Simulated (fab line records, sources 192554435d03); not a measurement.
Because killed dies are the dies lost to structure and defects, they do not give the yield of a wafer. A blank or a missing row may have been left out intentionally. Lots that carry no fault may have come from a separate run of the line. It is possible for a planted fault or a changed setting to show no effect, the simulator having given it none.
What tool caused it? :: flow n5 finfet :: 24 lots with 72 wafers sampled at 3 steps, on a route of 1938 steps

== WHAT EACH GAUGE READ, for each wafer ==
N5_BEOL_M4_CD_MEAS_28: target cd 26.2 nm, target cd y 24.1 nm. Usual: cd nm 26.26 nm, standard deviation 0.23.
lot: L074
measured: day 8 00:51
on: cd sem-02
cd nm (nm): 26.42 26.26 26.81
flag: 

lot: L075
measured: day 8 05:47
on: cd sem-01
cd nm (nm): 26.14 25.81 25.88
flag: 

lot: L076
measured: day 8 17:41
on: cd sem-03
cd nm (nm): 26.48 26.19 26.24
flag: 

lot: L077
measured: day 9 00:55
on: cd sem-03
cd nm (nm): 25.97 26.26 26.18
flag: 

lot: L079
measured: day 9 01:34
on: cd sem-01
cd nm (nm): 25.87 26.45 26.41
flag: 

lot: L078
measured: day 9 01:55
on: cd sem-02
cd nm (nm): 26.28 26.39 26.29
flag: 

lot: L080
measured: day 10 08:00
on: cd sem-02
cd nm (nm): 26.09 26.03 26.00
flag: 

lot: L081
measured: day 10 09:12
on: cd sem-03
cd nm (nm): 26.45 26.20 26.31
flag: 

lot: L082
measured: day 11 01:48
on: cd sem-01
cd nm (nm): 26.22 26.50 26.23
flag: 

lot: L083
measured: day 11 23:15
on: cd sem-01
cd nm (nm): 26.19 26.53 26.54
flag: 

lot: L084
measured: day 12 13:39
on: cd sem-03
cd nm (nm): 26.49 26.02 26.42
flag: 

lot: L085
measured: day 12 16:43
on: cd sem-01
cd nm (nm): 26.46 26.15 25.99
flag: 

lot: L086
measured: day 12 19:49
on: cd sem-03
cd nm (nm): 25.93 26.18 26.00
flag: 

lot: L089
measured: day 12 20:52
on: cd sem-03
cd nm (nm): 26.34 26.33 25.98
flag: 

lot: L088
measured: day 12 21:37
on: cd sem-02
cd nm (nm): 25.82 26.41 26.30
flag: 

lot: L087
measured: day 13 01:47
on: cd sem-01
cd nm (nm): 26.46 26.51 26.17
flag: 

lot: L090
measured: day 13 07:29
on: cd sem-01
cd nm (nm): 26.10 26.13 26.18
flag: 

lot: L092
measured: day 13 08:43
on: cd sem-01
cd nm (nm): 26.24 26.37 26.19
flag: 

lot: L091
measured: day 13 12:38
on: cd sem-01
cd nm (nm): 26.79 26.27 26.43
flag: 

lot: L093
measured: day 13 13:32
on: cd sem-01
cd nm (nm): 26.22 26.11 26.02
flag: 

lot: L094
measured: day 13 13:57
on: cd sem-03
cd nm (nm): 26.00 26.49 26.50
flag: 

lot: L095
measured: day 13 17:01
on: cd sem-01
cd nm (nm): 26.10 26.16 26.52
flag: 

lot: L096
measured: day 13 17:38
on: cd sem-01
cd nm (nm): 26.38 26.18 26.07
flag: 

lot: L097
measured: day 15 00:59
on: cd sem-02
cd nm (nm): 26.45 26.09 25.81
flag: 

== WHICH TOOL RAN EACH LOT (tool, then ch and the chambers of the sampled wafers, then the start) ==
lot: L074
N5_BEOL_M3_DEP_57: pecvd-02 ch 0,1, day 7 22:16
N5_BEOL_M4_ILD_DEP_00: pecvd-01 ch 0,2, day 7 22:25

lot: L075
N5_BEOL_M3_DEP_57: pecvd-04 ch 0,1,2, day 8 03:16
N5_BEOL_M4_ILD_DEP_00: pecvd-03 ch 0,1,2, day 8 03:24

lot: L076
N5_BEOL_M3_DEP_57: pecvd-04 ch 0,1, day 8 15:52
N5_BEOL_M4_ILD_DEP_00: pecvd-01 ch 1,2, day 8 15:59

lot: L077
N5_BEOL_M3_DEP_57: pecvd-03 ch 1,2, day 8 21:34
N5_BEOL_M4_ILD_DEP_00: pecvd-01 ch 0,2, day 8 21:42

lot: L079
N5_BEOL_M3_DEP_57: pecvd-03 ch 0,1,2, day 8 23:47
N5_BEOL_M4_ILD_DEP_00: pecvd-01 ch 0,1,2, day 8 23:55

lot: L078
N5_BEOL_M3_DEP_57: pecvd-04 ch 0,1,2, day 8 23:54
N5_BEOL_M4_ILD_DEP_00: pecvd-04 ch 1,2, day 9 00:02

lot: L080
N5_BEOL_M3_DEP_57: pecvd-04 ch 0,1, day 10 03:50
N5_BEOL_M4_ILD_DEP_00: pecvd-01 ch 0,1,2, day 10 03:59

lot: L081
N5_BEOL_M3_DEP_57: pecvd-03 ch 0,1,2, day 10 07:23
N5_BEOL_M4_ILD_DEP_00: pecvd-01 ch 0,1,2, day 10 07:31

lot: L082
N5_BEOL_M3_DEP_57: pecvd-03 ch 0,2, day 10 23:40
N5_BEOL_M4_ILD_DEP_00: pecvd-01 ch 0,1,2, day 10 23:47

lot: L083
N5_BEOL_M3_DEP_57: pecvd-02 ch 0,1,2, day 11 21:24
N5_BEOL_M4_ILD_DEP_00: pecvd-01 ch 0,1, day 11 21:32

lot: L084
N5_BEOL_M3_DEP_57: pecvd-02 ch 0,1, day 12 09:42
N5_BEOL_M4_ILD_DEP_00: pecvd-03 ch 0,2, day 12 09:50

lot: L085
N5_BEOL_M3_DEP_57: pecvd-02 ch 0,1, day 12 14:28
N5_BEOL_M4_ILD_DEP_00: pecvd-04 ch 0,1,2, day 12 14:35

lot: L086
N5_BEOL_M3_DEP_57: pecvd-02 ch 0,1, day 12 16:01
N5_BEOL_M4_ILD_DEP_00: pecvd-04 ch 0,1,2, day 12 16:11

lot: L089
N5_BEOL_M3_DEP_57: pecvd-02 ch 1,2, day 12 18:59
N5_BEOL_M4_ILD_DEP_00: pecvd-03 ch 1,2, day 12 19:07

lot: L088
N5_BEOL_M3_DEP_57: pecvd-03 ch 1,2, day 12 19:37
N5_BEOL_M4_ILD_DEP_00: pecvd-04 ch 0,2, day 12 19:46

lot: L087
N5_BEOL_M3_DEP_57: pecvd-02 ch 1,2, day 12 23:16
N5_BEOL_M4_ILD_DEP_00: pecvd-03 ch 0,1, day 12 23:25

lot: L090
N5_BEOL_M3_DEP_57: pecvd-02 ch 0,1,2, day 13 03:58
N5_BEOL_M4_ILD_DEP_00: pecvd-01 ch 0,1,2, day 13 04:06

lot: L092
N5_BEOL_M3_DEP_57: pecvd-03 ch 0,1, day 13 06:02
N5_BEOL_M4_ILD_DEP_00: pecvd-01 ch 0,2, day 13 06:10

lot: L091
N5_BEOL_M3_DEP_57: pecvd-03 ch 0,1,2, day 13 07:58
N5_BEOL_M4_ILD_DEP_00: pecvd-03 ch 0,1, day 13 08:05

lot: L093
N5_BEOL_M3_DEP_57: pecvd-03 ch 0,1, day 13 10:32
N5_BEOL_M4_ILD_DEP_00: pecvd-01 ch 0,1, day 13 10:40

lot: L094
N5_BEOL_M3_DEP_57: pecvd-02 ch 1,2, day 13 12:16
N5_BEOL_M4_ILD_DEP_00: pecvd-03 ch 0,1,2, day 13 12:23

lot: L095
N5_BEOL_M3_DEP_57: pecvd-03 ch 0,1, day 13 13:05
N5_BEOL_M4_ILD_DEP_00: pecvd-01 ch 1,2, day 13 13:31

lot: L096
N5_BEOL_M3_DEP_57: pecvd-03 ch 0,1, day 13 15:39
N5_BEOL_M4_ILD_DEP_00: pecvd-01 ch 0,1,2, day 13 15:47

lot: L097
N5_BEOL_M3_DEP_57: pecvd-02 ch 0,1, day 14 19:43
N5_BEOL_M4_ILD_DEP_00: pecvd-03 ch 0,2, day 14 19:51
- N5_BEOL_M3_DEP_57: deposits SiCN from 3MS/NH3, target thk 8 nm, time 14 s.
- N5_BEOL_M4_ILD_DEP_00: deposits SiOC from DEMS/O2, target thk 79 nm, time 15.3 s.

== AS READ BY THE TOOLS THEMSELVES (means over the sampled wafers that have a number; for cases with no such wafer, the mark the record gives instead) ==
N5_BEOL_M3_DEP_57. Usual: showerhead plenum p Torr 3.659 Torr, standard deviation 0.012; throttle valve pct 9.0 %, standard deviation 0.49.
lot: L074
tool: pecvd-02
showerhead plenum p Torr (Torr): 3.676
throttle valve pct (%): 9.6
flag: 

lot: L075
tool: pecvd-04
showerhead plenum p Torr (Torr): 3.658
throttle valve pct (%): 9.4
flag: 

lot: L076
tool: pecvd-04
showerhead plenum p Torr (Torr): 3.658
throttle valve pct (%): 9.6
flag: 

lot: L077
tool: pecvd-03
showerhead plenum p Torr (Torr): 3.653
throttle valve pct (%): 8.7
flag: 

lot: L079
tool: pecvd-03
showerhead plenum p Torr (Torr): 3.656
throttle valve pct (%): 8.7
flag: 

lot: L078
tool: pecvd-04
showerhead plenum p Torr (Torr): 3.650
throttle valve pct (%): 9.5
flag: 

lot: L080
tool: pecvd-04
showerhead plenum p Torr (Torr): 3.662
throttle valve pct (%): 9.4
flag: 

lot: L081
tool: pecvd-03
showerhead plenum p Torr (Torr): 3.649
throttle valve pct (%): 8.8
flag: 

lot: L082
tool: pecvd-03
showerhead plenum p Torr (Torr): 3.648
throttle valve pct (%): 8.8
flag: 

lot: L083
tool: pecvd-02
showerhead plenum p Torr (Torr): 3.668
throttle valve pct (%): 8.9
flag: 

lot: L084
tool: pecvd-02
showerhead plenum p Torr (Torr): 3.668
throttle valve pct (%): 9.3
flag: 

lot: L085
tool: pecvd-02
showerhead plenum p Torr (Torr): 3.670
throttle valve pct (%): 9.2
flag: 

lot: L086
tool: pecvd-02
showerhead plenum p Torr (Torr): 3.677
throttle valve pct (%): 9.5
flag: 

lot: L089
tool: pecvd-02
showerhead plenum p Torr (Torr): 3.656
throttle valve pct (%): 8.7
flag: 

lot: L088
tool: pecvd-03
showerhead plenum p Torr (Torr): 3.666
throttle valve pct (%): 8.6
flag: 

lot: L087
tool: pecvd-02
showerhead plenum p Torr (Torr): 3.657
throttle valve pct (%): 8.9
flag: 

lot: L090
tool: pecvd-02
showerhead plenum p Torr (Torr): 3.667
throttle valve pct (%): 9.0
flag: 

lot: L092
tool: pecvd-03
showerhead plenum p Torr (Torr): 3.652
throttle valve pct (%): 8.8
flag: 

lot: L091
tool: pecvd-03
showerhead plenum p Torr (Torr): 3.655
throttle valve pct (%): 8.8
flag: 

lot: L093
tool: pecvd-03
showerhead plenum p Torr (Torr): 3.655
throttle valve pct (%): 8.9
flag: 

lot: L094
tool: pecvd-02
showerhead plenum p Torr (Torr): 3.657
throttle valve pct (%): 9.0
flag: 

lot: L095
tool: pecvd-03
showerhead plenum p Torr (Torr): 3.654
throttle valve pct (%): 8.7
flag: 

lot: L096
tool: pecvd-03
showerhead plenum p Torr (Torr): 3.651
throttle valve pct (%): 8.8
flag: 

lot: L097
tool: pecvd-02
showerhead plenum p Torr (Torr): 3.676
throttle valve pct (%): 9.6
flag: 

N5_BEOL_M4_ILD_DEP_00. Usual: heater power w 539 W, standard deviation 64; showerhead plenum p Torr 5.687 Torr, standard deviation 0.012; throttle valve pct 11.9 %, standard deviation 0.59.
lot: L074
tool: pecvd-01
heater power w (W): 520
showerhead plenum p Torr (Torr): 5.697
throttle valve pct (%): 11.7
flag: 

lot: L075
tool: pecvd-03
heater power w (W): 546
showerhead plenum p Torr (Torr): 5.674
throttle valve pct (%): 11.4
flag: 

lot: L076
tool: pecvd-01
heater power w (W): 487
showerhead plenum p Torr (Torr): 5.693
throttle valve pct (%): 12.1
flag: 

lot: L077
tool: pecvd-01
heater power w (W): 580
showerhead plenum p Torr (Torr): 5.688
throttle valve pct (%): 11.7
flag: 

lot: L079
tool: pecvd-01
heater power w (W): 558
showerhead plenum p Torr (Torr): 5.686
throttle valve pct (%): 11.9
flag: 

lot: L078
tool: pecvd-04
heater power w (W): 552
showerhead plenum p Torr (Torr): 5.679
throttle valve pct (%): 12.9
flag: 

lot: L080
tool: pecvd-01
heater power w (W): 535
showerhead plenum p Torr (Torr): 5.694
throttle valve pct (%): 12.1
flag: 

lot: L081
tool: pecvd-01
heater power w (W): 516
showerhead plenum p Torr (Torr): 5.684
throttle valve pct (%): 12.0
flag: 

lot: L082
tool: pecvd-01
heater power w (W): 562
showerhead plenum p Torr (Torr): 5.695
throttle valve pct (%): 12.0
flag: 

lot: L083
tool: pecvd-01
heater power w (W): 571
showerhead plenum p Torr (Torr): 5.691
throttle valve pct (%): 12.5
flag: 

lot: L084
tool: pecvd-03
heater power w (W): 593
showerhead plenum p Torr (Torr): 5.692
throttle valve pct (%): 11.4
flag: 

lot: L085
tool: pecvd-04
heater power w (W): 537
showerhead plenum p Torr (Torr): 5.680
throttle valve pct (%): 12.3
flag: 

lot: L086
tool: pecvd-04
heater power w (W): 553
showerhead plenum p Torr (Torr): 5.685
throttle valve pct (%): 12.2
flag: 

lot: L089
tool: pecvd-03
heater power w (W): 557
showerhead plenum p Torr (Torr): 5.684
throttle valve pct (%): 11.5
flag: 

lot: L088
tool: pecvd-04
heater power w (W): 534
showerhead plenum p Torr (Torr): 5.688
throttle valve pct (%): 11.9
flag: 

lot: L087
tool: pecvd-03
heater power w (W): 516
showerhead plenum p Torr (Torr): 5.681
throttle valve pct (%): 11.6
flag: 

lot: L090
tool: pecvd-01
heater power w (W): 550
showerhead plenum p Torr (Torr): 5.696
throttle valve pct (%): 12.0
flag: 

lot: L092
tool: pecvd-01
heater power w (W): 559
showerhead plenum p Torr (Torr): 5.696
throttle valve pct (%): 11.9
flag: 

lot: L091
tool: pecvd-03
heater power w (W): 480
showerhead plenum p Torr (Torr): 5.673
throttle valve pct (%): 11.7
flag: 

lot: L093
tool: pecvd-01
heater power w (W): 593
showerhead plenum p Torr (Torr): 5.683
throttle valve pct (%): 12.4
flag: 

lot: L094
tool: pecvd-03
heater power w (W): 483
showerhead plenum p Torr (Torr): 5.687
throttle valve pct (%): 11.7
flag: 

lot: L095
tool: pecvd-01
heater power w (W): 510
showerhead plenum p Torr (Torr): 5.702
throttle valve pct (%): 11.7
flag: 

lot: L096
tool: pecvd-01
heater power w (W): 539
showerhead plenum p Torr (Torr): 5.697
throttle valve pct (%): 12.0
flag: 

lot: L097
tool: pecvd-03
heater power w (W): 554
showerhead plenum p Torr (Torr): 5.683
throttle valve pct (%): 11.6
flag: 

== THE ANSWER, worked out from the rows above alone ==
Rule: lot off if the mean of its wafers having a number is beyond 3 standard deviations from the usual mean. Also off: a lot with no number at a reading for which 4 or more lots have one. The other lots that the step has rows for count as sound. Order of review: gauges by route order, followed by the tools' own readings, for which a lot's mean as printed above is used. At the first step where some lot is off, the reading lying furthest off is the one used; lots without a number count as furthest.
Nothing can be told from this: no lot is off at any reading shown.

== WHAT HAD BEEN PUT IN BY THE SIMULATOR ==
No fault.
